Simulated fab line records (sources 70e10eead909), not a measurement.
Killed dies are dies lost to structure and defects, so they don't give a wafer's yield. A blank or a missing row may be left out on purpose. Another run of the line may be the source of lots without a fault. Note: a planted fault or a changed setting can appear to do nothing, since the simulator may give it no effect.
Which tool was responsible? ; flow nandHarc ; 11 lots, 33 wafers sampled, at 5 steps of a route of 1159

== WHAT THE GAUGES READ, wafer by wafer ==
NHARC_END_SORT_01. Usual: killedAtArray 26, standard deviation 11; killedAtOther 0.6, standard deviation 1; killedAtPeriphery 3.1, standard deviation 2.1; killedDies 30, standard deviation 11; killedOpen 3.4, standard deviation 1.8; killedShort 2.1, standard deviation 1.5.
lot;measured;on;killedAtArray;killedAtOther;killedAtPeriphery;killedDies;killedOpen;killedShort;flag
L447;day 21 08:16;prober-01;17 24 673;2 4 1;3 4 2;22 32 676;4 5 3;2 7 5;OFF
L450;day 22 07:33;prober-02;665 667 6;0 0 1;7 4 5;672 671 12;7 2 3;2 3 0;OFF

== WHAT TOOL EACH LOT RAN ON (gives the tool, then ch and the chambers of the sampled wafers, and finally the start) ==
lot;NHARC_A_CONTACT_ETCH_117;NHARC_A_CONTACT_ETCH_123;NHARC_A_CONTACT_ETCH_90;NHARC_A_CONTACT_ETCH_102
L438;harCapEtch-01 ch 0,1, day 16 19:24;harCapEtch-01 ch 0,1, day 16 19:56;rieDiel-11 ch 1,2,3, day 16 20:32;rieDiel-06 ch 0,1, day 16 21:10
L447;harCapEtch-03 ch 0,1, day 18 02:44;harCapEtch-03 ch 0,1, day 18 03:22;rieDiel-09 ch 2,3, day 18 03:51;rieDiel-11 ch 1,2,3, day 18 04:40
L450;harCapEtch-01 ch 0,1, day 19 06:50;harCapEtch-01 ch 0,1, day 19 07:37;rieDiel-11 ch 1,2, day 19 08:16;rieDiel-11 ch 2,3, day 19 08:46
L453;harCapEtch-02 ch 0,1, day 20 02:19;harCapEtch-02 ch 0,1, day 20 02:52;rieDiel-06 ch 1,2,3, day 20 03:31;rieDiel-09 ch 0,1,2, day 20 04:07
L452;harCapEtch-02 ch 0,1, day 20 13:35;harCapEtch-02 ch 0,1, day 20 14:11;rieDiel-11 ch 0,1,3, day 20 14:43;rieDiel-09 ch 0,1,2, day 20 15:19
L455;harCapEtch-01 ch 0,1, day 20 14:44;harCapEtch-01 ch 0,1, day 20 15:21;rieDiel-06 ch 1,3, day 20 15:52;rieDiel-09 ch 2,3, day 20 16:22
L457;harCapEtch-01 ch 0,1, day 20 19:03;harCapEtch-01 ch 0,1, day 20 19:41;rieDiel-11 ch 0,1, day 20 20:10;rieDiel-06 ch 0,2,3, day 20 20:45
L460;harCapEtch-03 ch 0,1, day 21 19:01;harCapEtch-03 ch 0,1, day 21 19:38;rieDiel-09 ch 0,1,3, day 21 20:08;rieDiel-06 ch 0,1,3, day 21 20:40
L458;harCapEtch-02 ch 0,1, day 21 20:20;harCapEtch-02 ch 0,1, day 21 20:55;rieDiel-11 ch 1,2,3, day 21 21:28;rieDiel-09 ch 0,2,3, day 21 21:58
L459;harCapEtch-01 ch 0,1, day 21 23:34;harCapEtch-01 ch 0,1, day 22 00:11;rieDiel-11 ch 1,3, day 22 00:40;rieDiel-11 ch 1,2, day 22 01:11
L461;harCapEtch-03 ch 0,1, day 22 01:26;harCapEtch-03 ch 0,1, day 22 02:04;rieDiel-11 ch 1,2,3, day 22 02:36;rieDiel-11 ch 1,2, day 22 03:08
- NHARC_A_CONTACT_ETCH_117: etches the open film in C4F8/O2/Ar, time 94 s, target depth 922 nm.
- NHARC_A_CONTACT_ETCH_123: etches the open film in C4F8/O2/Ar, time 253 s, target depth 1090 nm.
- NHARC_A_CONTACT_ETCH_90: etches the open film in CH3F/O2, target depth 40 nm, time 85.7 s.
- NHARC_A_CONTACT_ETCH_102: etches the open film in CF4/O2, target depth 70 nm, overetch 7 nm, time 38.5 s.

== AS READ BY THE TOOLS THEMSELVES (means over the sampled wafers that have a number; for cases with no such wafer, the mark the record gives instead) ==
NHARC_A_CONTACT_ETCH_90. Usual: biasW 100.0 W, standard deviation 0.31; drypumpMotorCurrentA 5.6 A, standard deviation 0.37; oesProductAu 0.95 a.u., standard deviation 0.033; rfVppV 244.9 V, standard deviation 1.7; showerheadPlenumPTorr 2.49 Torr, standard deviation 0.1; throttleValvePct 20.663 %, standard deviation 0.0089.
lot;tool;biasW (W);drypumpMotorCurrentA (A);oesProductAu (a.u.);rfVppV (V);showerheadPlenumPTorr (Torr);throttleValvePct (%);flag
L438;rieDiel-11;100.0;5.6;0.93;245.9;2.57;20.665;
L447;rieDiel-09;99.8;6.3;0.93;245.3;2.48;20.664;
L450;rieDiel-11;99.6;5.6;0.93;246.5;2.54;20.661;
L453;rieDiel-06;100.1;5.7;0.92;244.0;2.44;20.662;
L452;rieDiel-11;100.0;5.5;1.00;244.7;2.49;20.672;
L455;rieDiel-06;100.3;6.1;0.99;243.6;2.39;20.666;
L457;rieDiel-11;99.7;5.3;1.00;242.8;2.39;20.664;
L460;rieDiel-09;100.1;5.6;0.95;244.4;2.46;20.661;
L458;rieDiel-11;100.1;5.5;0.97;246.0;2.56;20.665;
L459;rieDiel-11;99.8;5.6;1.00;245.8;2.58;20.662;
L461;rieDiel-11;100.0;5.6;0.94;246.3;2.56;20.667;

NHARC_A_CONTACT_ETCH_102. Usual: biasW 100.02 W (standard deviation 0.29); cf4FlowSccm 79.99 sccm (standard deviation 0.23); drypumpMotorCurrentA 5.6 A (standard deviation 0.4); oesProductAu 0.999 a.u. (standard deviation 0.0085); rfVppV 198.1 V (standard deviation 1.4); showerheadPlenumPTorr 1.35 Torr (standard deviation 0.055); throttleValvePct 13.397 % (standard deviation 0.0088).
lot;tool;biasW (W);cf4FlowSccm (sccm);drypumpMotorCurrentA (A);oesProductAu (a.u.);rfVppV (V);showerheadPlenumPTorr (Torr);throttleValvePct (%);flag
L438;rieDiel-06;100.01;80.16;5.9;0.999;197.0;1.27;13.395;
L447;rieDiel-11;100.37;79.96;5.6;0.971;198.4;1.39;13.406;OFF
L450;rieDiel-11;100.11;79.92;5.5;0.951;199.9;1.41;13.391;OFF
L453;rieDiel-09;100.04;79.90;5.6;0.985;198.5;1.33;13.393;
L452;rieDiel-09;99.73;80.04;5.6;0.990;197.9;1.33;13.399;
L455;rieDiel-09;99.94;79.82;6.3;0.994;198.8;1.35;13.400;
L457;rieDiel-06;99.79;79.96;5.6;0.998;198.2;1.38;13.399;
L460;rieDiel-06;99.80;80.17;5.9;0.990;198.1;1.35;13.395;
L458;rieDiel-09;100.18;80.04;5.8;0.998;197.9;1.33;13.393;
L459;rieDiel-11;100.20;80.25;5.6;0.999;198.3;1.38;13.397;
L461;rieDiel-11;100.00;79.92;5.5;0.998;198.5;1.38;13.390;

== THE ANSWER, worked out from the rows above alone ==
Rule: take the mean of a lot's wafers that have a number; if it is more than 3 standard deviations from the usual mean, the lot is off. Also off: a lot with no number at a reading for which 4 or more lots have one. The other lots that the step has rows for count as sound. First the gauges in route order, then the tools' own readings, where a lot's mean is used as printed above. The first step at which some lot is off is used, and at that step the reading that is off furthest; a lot without a number counts as furthest.
Off at NHARC_END_SORT_01 (killedDies): L447, L450. Neither off nor sound, because the step has no rows for them: L438, L453, L452, L455, L457, L460, L458, L459, L461.
A tool fits if, at a process step before that reading, it ran every lot that is off, and no sound lot after the first of them. Not tried: the gauges at NHARC_END_SORT_01; whatever is off there is also off at NHARC_A_CONTACT_ETCH_102, on other tools, and gauge error can't account for it. One fits: NHARC_A_CONTACT_ETCH_102 on rieDiel-11. It ran no sound lot before its first lot that is off in this sample, so the start can't be narrowed down.

== WHAT THE SIMULATOR HAD INSERTED ==
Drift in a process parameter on rieDiel-11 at NHARC_A_CONTACT_ETCH_102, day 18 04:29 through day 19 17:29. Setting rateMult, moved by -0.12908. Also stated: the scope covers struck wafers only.
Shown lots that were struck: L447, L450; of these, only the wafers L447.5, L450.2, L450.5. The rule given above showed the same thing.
